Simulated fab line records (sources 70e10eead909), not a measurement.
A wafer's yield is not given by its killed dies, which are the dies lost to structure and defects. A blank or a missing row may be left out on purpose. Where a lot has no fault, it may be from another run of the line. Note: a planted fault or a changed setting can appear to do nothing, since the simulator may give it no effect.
A lot that was struck, set against a sound lot | flow nand-harc | 15 steps out of a route of 1159
Sound: these wafers, L693.1, L693.3, L693.6. Wafers L699.4, L699.5, L699.6 were the ones struck. Last of all comes the cause.
Per side, at each step with rows, come the tool, then ch with its chambers, and then its first start. Under that, the readings that differ: sound wafers | struck wafers | difference of the means | sigmas: that difference in standard deviations of wafers without a fault.
alike: a reading whose means differ by less than 2 such deviations, as well as words and numbers matching on both sides. not compared: withheld readings; readings where some wafer has no value; bounds like >300 that might hide an equal value; numbers whose values overlap and for which the record gives no deviation.
The two part at a step that has a row with sigmas, a row that says differs or no value, or rows on one side only. When numbers do not overlap yet have no deviation, they are printed without sigmas and do not part them. Lack of a reading on every wafer of one side parts them only where that side has two or more wafers.

NHARC_A_CONTACT_ETCH_50: etches the open film in CF4/CHF3, target depth 84.7 nm, time 42.4 s.
  sound: rie-diel-09 ch 0,2,3; struck: rie-diel-02 ch 0,3
  reading               | sound             | struck            | difference | sigmas
  oes-product-au (a.u.) | 0.967 0.976 0.968 | 0.914 0.895 0.916 | -0.062     | -3
  alike: bias-w, cf4-flow-sccm, drypump-motor-current-A, rf-vpp-V, showerhead-plenum-p-Torr, throttle-valve-pct
  not compared: rf-hours-counter-h
NHARC_A_CONTACT_ETCH_51: etches the open film in O2/COS, target depth 3600 nm, time 936 s.
  sound: rie-diel-09 ch 0,2,3; struck: rie-diel-02 ch 1,2,3
  alike: bias-w, chamber-pressure-mTorr, drypump-motor-current-A, oes-product-au, rf-vpp-V, showerhead-plenum-p-Torr, throttle-valve-pct
  not compared: rf-hours-counter-h
then, 8 steps without rows for these wafers: NHARC_A_CONTACT_ETCH_111 (etches the open film in C4F8/O2/Ar, time 140 s, target depth 700 nm); NHARC_A_CONTACT_ETCH_112 (etches the open film in C4F8/O2/Ar, time 94 s, target depth 922 nm); NHARC_A_CONTACT_ETCH_113 (etches the open film in C4F8/O2/Ar, time 94 s, target depth 922 nm); NHARC_A_CONTACT_ETCH_114 (etches the open film in C4F8/O2/Ar, time 94 s, target depth 922 nm); NHARC_A_CONTACT_ETCH_115 (etches the open film in C4F8/O2/Ar, time 94 s, target depth 922 nm); NHARC_A_CONTACT_ETCH_116 (etches the open film in C4F8/O2/Ar, time 94 s, target depth 922 nm); NHARC_A_CONTACT_ETCH_117 (etches the open film in C4F8/O2/Ar, time 94 s, target depth 922 nm); NHARC_A_CONTACT_ETCH_118 (etches the open film in C4F8/O2/Ar, time 94 s, target depth 922 nm).
NHARC_A_CONTACT_ETCH_119: etches the open film in C4F8/O2/Ar, time 94 s, target depth 922 nm.
  sound on har-cap-etch-01 ch 0,1, day 16 15:55; struck on har-cap-etch-01 ch 0,1, day 19 06:10
  alike: chamber-pressure-mTorr, oes-air-line-au
  not compared: rf-hours-counter-h
NHARC_A_CONTACT_ETCH_120: etches the open film in C4F8/O2/Ar, time 94 s, target depth 922 nm.
  sound on har-cap-etch-01 ch 0,1, day 16 16:00; struck on har-cap-etch-01 ch 0,1, day 19 06:15
  alike: chamber-pressure-mTorr, oes-air-line-au
  not compared: rf-hours-counter-h
NHARC_A_CONTACT_ETCH_121: etches the open film in C4F8/O2/Ar, time 94 s, target depth 922 nm.
  sound on har-cap-etch-01 ch 0,1, day 16 16:05; struck on har-cap-etch-01 ch 0,1, day 19 06:21
  no value came back on the struck wafers for chamber-pressure-mTorr (mTorr), oes-air-line-au (a.u.), time-s (s); on the sound wafers chamber-pressure-mTorr (mTorr) reads 19.986 19.996 19.960
  not compared: rf-hours-counter-h
NHARC_A_CONTACT_ETCH_122: etches the open film in C4F8/O2/Ar, time 95 s, target depth 930 nm.
  sound on har-cap-etch-01 ch 0,1, day 16 16:11; struck on har-cap-etch-01 ch 0,1, day 19 06:26
  alike: chamber-pressure-mTorr, oes-air-line-au
  not compared: rf-hours-counter-h
-- record jumps: 3 days between struck wafers' starts before vs after; left off in module A_CONTACT, resumes in module END, first step shown is number 1159 of the route --
NHARC_END_SORT_01:
  sound on prober-01 ch 0, day 19 22:37; struck on prober-01 ch 0, day 22 00:11
  reading         | sound    | struck      | difference | sigmas
  killed-at-array | 18 27 30 | 674 676 674 | +650       | +72
  killed-dies     | 22 29 31 | 677 677 677 | +650       | +71
  alike: killed-at-other, killed-at-periphery, killed-open, killed-short

## WHERE THEY PART
At NHARC_A_CONTACT_ETCH_50 first; at NHARC_END_SORT_01 last (within this record only).

WHY: whatever the simulator had introduced
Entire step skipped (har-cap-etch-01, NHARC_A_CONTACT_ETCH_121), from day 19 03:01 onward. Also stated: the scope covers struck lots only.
